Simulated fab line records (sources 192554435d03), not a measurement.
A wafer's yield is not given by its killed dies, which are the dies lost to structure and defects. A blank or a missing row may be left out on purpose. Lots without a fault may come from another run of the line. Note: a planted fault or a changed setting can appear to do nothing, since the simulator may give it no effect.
Chamber matching    flow n5 finfet    rie diel-02 running N5_BEOL_M10_DESCUM_16: 4 sister chambers
The step chemistry O2, time 7.9 s. 8 wafers are shown with their chamber, then 10 later ones without.

EACH WAFER AND ITS CHAMBER
wafer   chamber  drypump motor current A (A)  showerhead plenum p Torr (Torr)
L079.2  1        6.3                          2.02
L081.5  3        6.1                          2.03
L081.6  2        5.8                          2.13
L087.1  2        5.8                          2.12
L087.2  0        5.5                          2.22
L087.5  1        6.4                          2.01
L089.1  0        5.5                          2.22
L089.3  3        6.1                          2.03

WAFERS MISSING THEIR CHAMBER
wafer   drypump motor current A (A)  showerhead plenum p Torr (Torr)
L089.4  5.8                          2.12
L093.1  6.1                          2.02
L093.3  5.8                          2.12
L093.4  6.3                          2.01
L095.1  5.5                          2.21
L095.2  5.8                          2.12
L095.3  6.1                          2.02
L096.1  6.3                          2.01
L096.4  5.5                          2.21
L096.5  6.3                          2.01

EACH ONE'S CHAMBER
wafer   from the rows above  in truth
L089.4  2                    2
L093.1  3                    3
L093.3  2                    2
L093.4  1                    1
L095.1  0                    0
L095.2  2                    2
L095.3  3                    3
L096.1  1                    1
L096.4  0                    0
L096.5  1                    1
10 of 10 placed correctly. Left unplaced by these rows: 0. 0 placed wrongly.
How it was worked out, from the rows above alone: a wafer's distance from a chamber is the root of the sum, over the readings, of the square of ((its reading less the chamber's mean) divided by the reading's scatter). If the next closest chamber is less than 2 further off than the closest, the wafer can't be placed; otherwise it belongs to the closest. Each chamber's mean is taken over the wafers shown for it. The scatter is the square root of a quotient: the sum, over the shown wafers, of each reading's squared deviation from its chamber's mean, divided by wafers minus chambers.
